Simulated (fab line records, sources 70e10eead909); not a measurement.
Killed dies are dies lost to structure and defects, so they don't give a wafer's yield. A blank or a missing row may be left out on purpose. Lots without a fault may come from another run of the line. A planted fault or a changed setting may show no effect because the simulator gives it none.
fab line records | flow nand_harc
record lots=12 wafers=36 last_day=24
route steps=1159 shown A_ZERO_WELL@411 A_CHANNEL_HOLE_D1@459
lots that met no fault: from a run of the same line without faults
start_h: hours from the record's first day to the start of the lot's first wafer shown | wait_h: hours since the lot's step before | " the same as in the row above | L1.1+2: a row that stands for several wafers | - no value, or no start given | * or withheld: withheld | < > ~ a bound
route shown NAME@n: a module of which the file shows steps, and the number in the route of the first | usual: mean/standard deviation of fault-free wafers | same: alike in all rows | chamber/n: place in a boat | sites: the reading at each site | _std_site: their standard deviation | _edge_site: outer sites' mean less inner sites' | radius_mm: how far each site lies from the wafer's centre | mask NAME#n: copy n | behind: the tool/chamber that last shaped the wafer | hold: why the lot was held/for how many hours/how that ended | device: the transistor (n, p or np) that didn't switch | end of line: the same wafers' tests at the end of the route | a step without rows: its recipe alone | killed: dies lost to structure and defects at the first sort, not the wafer's yield | map: a wafer's dies, x killed, . not, _ none there
set.NAME: the setting as run; set.NAME@STEP: as run at that earlier step | model.NAME: the simulator's own value behind a step, which no gauge read
steps of the route over a sample of lots; a table a step, a row a wafer
services: from which hour (start_h, from the record's first day; less than 0 if before it) a tool's chamber was out of use, for how many hours, and why
## steps
# step NHARC_A_ZERO_WELL_RTA_16
# recipe temp_c=1000 time_s=10
# usual lamp_power_pct=28.0/2.5 lamp_zone_5_pct=28.0/2.5 wafer_temp_C_max=1007.2/1.6
# columns lot.wafer tool chamber start_h wait_h lamp_power_pct lamp_zone_5_pct wafer_temp_C_max
L601.1 rtp_anneal-02 0 129.27 - 29.9 29.9 1007.9
L601.5 " 0 " " 29.9 29.8 1006.2
L601.6 " 0 " " 29.9 29.8 1008.1
L603.2 rtp_anneal-02 0 153.68 - 29.8 29.9 1006.0
L603.4 " 0 " " 29.9 29.9 1008.2
L603.6 " 0 " " 29.9 29.9 1011.5
L606.1 rtp_anneal-02 0 163.38 - 29.8 29.9 1006.8
L606.2 " 0 " " 29.9 29.8 1006.4
L606.3 " 0 " " 29.8 29.8 1008.6
L607.2 rtp_anneal-01 0 182.87 - 24.8 24.8 1004.7
L607.5 " 0 " " 24.8 24.8 1005.2
L607.6 " 0 " " 24.8 24.8 1007.5
L611.1 rtp_anneal-01 0 201.73 - 24.8 24.8 1006.6
L611.4 " 0 " " 24.8 24.8 1007.0
L611.6 " 0 " " 24.8 24.8 1005.4
L612.2 rtp_anneal-01 0 209.32 - 24.7 24.7 1005.8
L612.4 " 0 " " 24.8 24.8 1006.4
L612.6 " 0 " " 24.8 24.8 1004.6
L614.1 rtp_anneal-02 0 223.94 - 29.9 29.9 1007.4
L614.4 " 0 " " 29.9 29.8 1010.1
L614.6 " 0 " " 29.9 29.9 1007.8
L616.3 rtp_anneal-01 0 224.41 - 24.8 24.8 1005.9
L616.4 " 0 " " 24.8 24.8 1004.8
L616.6 " 0 " " 24.8 24.8 1005.4
L618.1 rtp_anneal-01 0 233.58 - 24.8 24.8 1005.4
L618.3 " 0 " " 24.8 24.8 1005.3
L618.6 " 0 " " 24.8 24.8 1006.5
L617.1 rtp_anneal-02 0 233.90 - 29.9 29.9 1007.3
L617.5 " 0 " " 29.9 29.9 1007.5
L617.6 " 0 " " 29.9 29.9 1010.5
L622.1 rtp_anneal-01 0 254.29 0.2 24.8 24.8 1005.1
L622.5 " 0 " " 24.8 24.8 1006.1
L622.6 " 0 " " 24.8 24.8 1005.4
L619.1 rtp_anneal-02 0 254.56 0.1 29.9 29.9 1008.8
L619.5 " 0 " " 29.9 29.9 1006.0
L619.6 " 0 " " 29.9 29.8 1010.3
# step NHARC_A_CHANNEL_HOLE_D1_EXPOSE_07
# recipe na=1.35 target_cd_nm=100 sigma_outer=0.3 dose_mj=59.65 mask_id=HOLE_D1
# usual exposure_dose_mJ_cm2=59.69/0.11
# same sigma_outer=0.3
# columns lot.wafer tool chamber start_h wait_h mask exposure_dose_mJ_cm2
L601.1 arfi_scanner-01 0 166.48 - HOLE_D1#0 59.81
L601.5 " 0 " " HOLE_D1#0 59.76
L601.6 " 0 " " HOLE_D1#0 59.78
L603.2 arfi_scanner-02 0 190.25 - HOLE_D1#0 59.63
L603.4 " 0 " " HOLE_D1#0 59.66
L603.6 " 0 " " HOLE_D1#0 59.70
L606.1 arfi_scanner-02 0 198.68 - HOLE_D1#0 59.50
L606.2 " 0 " " HOLE_D1#0 59.65
L606.3 " 0 " " HOLE_D1#0 59.62
L607.2 arfi_scanner-01 0 219.95 - HOLE_D1#0 59.71
L607.5 " 0 " " HOLE_D1#0 59.74
L607.6 " 0 " " HOLE_D1#0 59.78
L611.1 arfi_scanner-01 0 239.46 - HOLE_D1#0 59.81
L611.4 " 0 " " HOLE_D1#0 59.76
L611.6 " 0 " " HOLE_D1#0 59.85
L612.2 arfi_scanner-01 0 248.28 - HOLE_D1#0 59.80
L612.4 " 0 " " HOLE_D1#0 59.90
L612.6 " 0 " " HOLE_D1#0 59.92
L616.3 arfi_scanner-02 0 264.75 - HOLE_D1#0 59.67
L616.4 " 0 " " HOLE_D1#0 59.57
L616.6 " 0 " " HOLE_D1#0 59.64
L614.1 arfi_scanner-02 0 266.02 - HOLE_D1#0 59.67
L614.4 " 0 " " HOLE_D1#0 59.63
L614.6 " 0 " " HOLE_D1#0 59.58
L617.1 arfi_scanner-03 0 270.17 - HOLE_D1#0 59.69
L617.5 " 0 " " HOLE_D1#0 59.63
L617.6 " 0 " " HOLE_D1#0 59.70
L618.1 arfi_scanner-02 0 270.35 - HOLE_D1#0 59.48
L618.3 " 0 " " HOLE_D1#0 59.57
L618.6 " 0 " " HOLE_D1#0 59.62
L622.1 arfi_scanner-02 0 289.33 - HOLE_D1#0 59.55
L622.5 " 0 " " HOLE_D1#0 59.64
L622.6 " 0 " " HOLE_D1#0 59.58
L619.1 arfi_scanner-03 0 290.88 - HOLE_D1#0 59.67
L619.5 " 0 " " HOLE_D1#0 59.69
L619.6 " 0 " " HOLE_D1#0 59.66
# step NHARC_A_CHANNEL_HOLE_D1_CD_MEAS_10
# recipe target_cd_nm=100 landing_energy_ev=500
# usual cd_nm=99.9/0.46
# columns lot.wafer tool chamber start_h wait_h cd_nm
L601.1 cd_sem-01 0 166.62 - 100.5
L601.5 " 0 " " 99.7
L601.6 " 0 " " 100.2
L603.2 cd_sem-01 0 190.39 - 99.4
L603.4 " 0 " " 99.7
L603.6 " 0 " " 99.9
L606.1 cd_sem-01 0 198.82 - 100.5
L606.2 " 0 " " 100.2
L606.3 " 0 " " 100.3
L607.2 cd_sem-03 0 220.09 - 100.5
L607.5 " 0 " " 100.8
L607.6 " 0 " " 100.8
L611.1 cd_sem-03 0 239.60 - 101.2
L611.4 " 0 " " 101.1
L611.6 " 0 " " 99.6
L612.2 cd_sem-03 0 248.42 - 101.6
L612.4 " 0 " " 101.6
L612.6 " 0 " " 100.4
L616.3 cd_sem-01 0 264.89 - 98.9
L616.4 " 0 " " 99.3
L616.6 " 0 " " 99.9
L614.1 cd_sem-03 0 266.16 - 100.3
L614.4 " 0 " " 100.2
L614.6 " 0 " " 100.2
L617.1 cd_sem-01 0 270.31 - 100.3
L617.5 " 0 " " 100.1
L617.6 " 0 " " 99.9
L618.1 cd_sem-02 0 270.49 - 99.4
L618.3 " 0 " " 99.6
L618.6 " 0 " " 99.8
L622.1 cd_sem-02 0 289.47 - 100.0
L622.5 " 0 " " 99.5
L622.6 " 0 " " 99.5
L619.1 cd_sem-03 0 291.02 - 99.5
L619.5 " 0 " " 99.4
L619.6 " 0 " " 99.8
# step NHARC_A_CHANNEL_HOLE_D1_CD_MEAS_18
# usual cd_nm=98.8/1.7
# columns lot.wafer tool chamber start_h wait_h cd_nm
L601.1 cd_sem-01 - 167.92 - 99.5
L601.5 " - " " 98.8
L601.6 " - " " 99.4
L603.2 cd_sem-01 - 191.68 - 97.0
L603.4 " - " " 98.7
L603.6 " - " " 97.8
L606.1 cd_sem-02 - 200.12 - 99.2
L606.2 " - " " 97.7
L606.3 " - " " 99.3
L607.2 cd_sem-02 - 222.54 - 96.8
L607.5 " - " " 99.1
L607.6 " - " " 97.4
L611.1 cd_sem-02 - 240.90 - 102.3
L611.4 " - " " 105.1
L611.6 " - " " 101.7
L612.2 cd_sem-02 - 249.70 - 99.3
L612.4 " - " " 99.8
L612.6 " - " " 98.7
L616.3 cd_sem-02 - 266.18 - 98.7
L616.4 " - " " 95.7
L616.6 " - " " 96.7
L614.1 cd_sem-03 - 267.45 - 98.2
L614.4 " - " " 98.5
L614.6 " - " " 97.6
L617.1 cd_sem-03 - 271.60 - 101.6
L617.5 " - " " 100.5
L617.6 " - " " 100.8
L618.1 cd_sem-01 - 271.79 - 98.1
L618.3 " - " " 96.1
L618.6 " - " " 95.7
L622.1 cd_sem-02 - 290.75 - 95.8
L622.5 " - " " 96.5
L622.6 " - " " 96.6
L619.1 cd_sem-02 - 292.31 - 99.3
L619.5 " - " " 99.0
L619.6 " - " " 98.5
# step NHARC_A_CHANNEL_HOLE_D1_ETCH_44
# recipe target_depth_a=1400 overetch_a=140 time_s=77 ion_energy_ev=100 cf4_flow_sccm=80 o2_flow_sccm=20 ar_flow_sccm=0 rf_w=300 bias_w=100 chemistry=CF4/O2
# usual drypump_motor_current_A=5.8/0.31 oes_o_777_au=1.000/0.0045 oes_product_au=1.002/0.0076 rf_vpp_V=198.3/1.6 showerhead_plenum_p_Torr=1.36/0.071 throttle_valve_pct=13.395/0.0093
# columns lot.wafer tool chamber start_h wait_h drypump_motor_current_A oes_o_777_au oes_product_au rf_hours_counter_h rf_vpp_V showerhead_plenum_p_Torr throttle_valve_pct
L601.1 rie_diel-10 1 172.74 0.1 5.9 1.003 0.995 14 196.2 1.25 13.376
L601.5 " 3 " " 5.6 0.998 1.006 - 196.7 1.30 13.388
L601.6 " 0 " " 5.6 0.999 1.003 - 200.4 1.43 13.393
L603.4 rie_diel-04 2 196.49 0.1 6.4 1.003 0.995 5 199.1 1.32 13.401
L603.2 " 3 " " 6.4 0.996 1.001 6 197.4 1.29 13.396
L603.6 " 0 " " 5.7 1.004 0.997 - 199.0 1.43 13.396
L606.1 rie_diel-09 3 204.90 0.1 5.8 1.001 1.007 7 199.6 1.43 13.401
L606.2 " 1 " " 5.8 1.002 1.006 7 196.1 1.26 13.404
L606.3 " 2 " " 5.8 0.998 1.022 7 197.2 1.31 13.412
L607.2 rie_diel-09 1 231.05 0.1 5.9 1.000 1.004 8 195.1 1.26 13.392
L607.5 " 3 " " 5.9 0.995 1.001 - 201.8 1.43 13.395
L607.6 " 0 " " 6.1 1.002 0.997 - 199.7 1.42 13.400
L611.1 rie_diel-10 3 245.70 0.1 5.6 1.013 1.009 4 197.4 1.30 13.404
L611.4 " 1 " " 5.9 0.999 1.006 4 196.0 1.25 13.393
L611.6 " 0 " " 5.6 0.997 1.005 - 200.2 1.43 13.397
L612.4 rie_diel-04 3 254.52 0.1 6.5 1.007 0.990 11 197.2 1.29 13.403
L612.2 " 0 " " 5.7 0.996 0.993 11 200.5 1.43 13.402
L612.6 " 2 " " 6.4 1.004 0.993 - 196.7 1.32 13.395
L616.3 rie_diel-10 0 270.98 0.1 5.6 1.005 0.989 6 199.6 1.43 13.396
L616.4 " 2 " " 5.6 1.006 0.996 6 198.9 1.43 13.394
L616.6 " 0 " " 5.6 1.006 0.991 - 198.2 1.43 13.391
L614.4 rie_diel-04 1 272.26 0.1 5.3 0.998 1.010 12 198.7 1.40 13.389
L614.1 " 2 " " 6.4 0.992 1.005 13 199.0 1.31 13.379
L614.6 " 1 " " 5.3 0.992 0.999 - 198.3 1.40 13.378
L617.1 rie_diel-09 1 276.39 0.0 5.8 1.001 0.994 2 196.5 1.26 13.396
L617.6 " 1 " " 5.8 1.000 1.008 - 196.5 1.26 13.390
L617.5 " 2 " " 5.8 1.006 1.010 - 196.3 1.31 13.402
L618.1 rie_diel-09 0 279.32 0.1 6.1 1.009 1.002 2 199.4 1.42 13.405
L618.3 " 2 " " 5.8 0.990 0.992 2 198.4 1.31 13.405
L618.6 " 1 " " 5.9 1.003 1.000 - 195.4 1.26 13.385
L622.1 rie_diel-09 1 295.57 0.1 5.8 0.995 1.013 4 197.4 1.26 13.387
L622.6 " 1 " " 5.9 0.995 0.990 - 195.4 1.26 13.385
L622.5 " 2 " " 5.8 1.001 0.998 - 198.5 1.31 13.371
L619.1 rie_diel-10 0 299.74 0.1 5.6 1.003 1.004 8 200.4 1.43 13.382
L619.5 " 0 " " 5.6 1.000 0.995 - 198.6 1.43 13.393
L619.6 " 1 " " 6.0 1.002 1.004 - 196.5 1.25 13.389
## services
# columns tool chamber start_h hours kind
rie_diel-09 0 110.87 - clean
rie_diel-09 1 110.87 - clean
rie_diel-09 2 110.87 - clean
rie_diel-09 3 110.87 - clean
rie_diel-04 - 111.90 9.0 pm
arfi_scanner-01 - 112.66 1.0 repair
rie_diel-04 3 122.99 3.2 repair
arfi_scanner-02 0 132.75 - calibration
rie_diel-09 0 135.37 - clean
rie_diel-09 1 135.37 - clean
arfi_scanner-03 - 140.00 4.0 pm
arfi_scanner-02 - 151.57 4.4 repair
rie_diel-04 - 168.34 0.5 repair
rie_diel-10 - 176.50 9.0 pm
arfi_scanner-01 - 188.52 0.7 repair
arfi_scanner-01 - 196.00 4.0 pm
rie_diel-04 2 224.64 4.7 repair
arfi_scanner-02 - 230.21 3.9 repair
rie_diel-10 3 237.06 7.2 repair
rie_diel-09 - 254.37 9.0 pm
arfi_scanner-02 - 256.00 4.0 pm
rie_diel-04 - 288.90 9.0 pm
arfi_scanner-02 0 291.28 - calibration
rie_diel-09 3 296.62 6.4 repair
## key
first_sign step=NHARC_A_CHANNEL_HOLE_D1_CD_MEAS_10 reading=cd_nm direction=up sigmas=3.3 usual=99.9 struck=101.4
effect none on later readings
met_at NHARC_A_CHANNEL_HOLE_D1_EXPOSE_07
struck_lots L611,L612
struck_wafers L611.1,L611.4,L612.2,L612.4
tester_left_out L611,L612
not_acting_at NHARC_A_ZERO_WELL_RTA_16,NHARC_A_CHANNEL_HOLE_D1_CD_MEAS_18,NHARC_A_CHANNEL_HOLE_D1_ETCH_44
onset_between 219.95 239.46
fault kind=process_parameter_drift tool=arfi_scanner-01 chamber=- onset_h=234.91 steps=NHARC_A_CHANNEL_HOLE_D1_EXPOSE_07 channel=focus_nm offset=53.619 shape=step end_h=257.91 scope=struck_wafers_only
# tester_left_out: of these lots the tester's yield and bins aren't shown, on N5 and GAA mostly nor the transistor test; their killed dies are dies lost to structure and defects alone, not to doping, threshold or leakage, so they don't give the yield
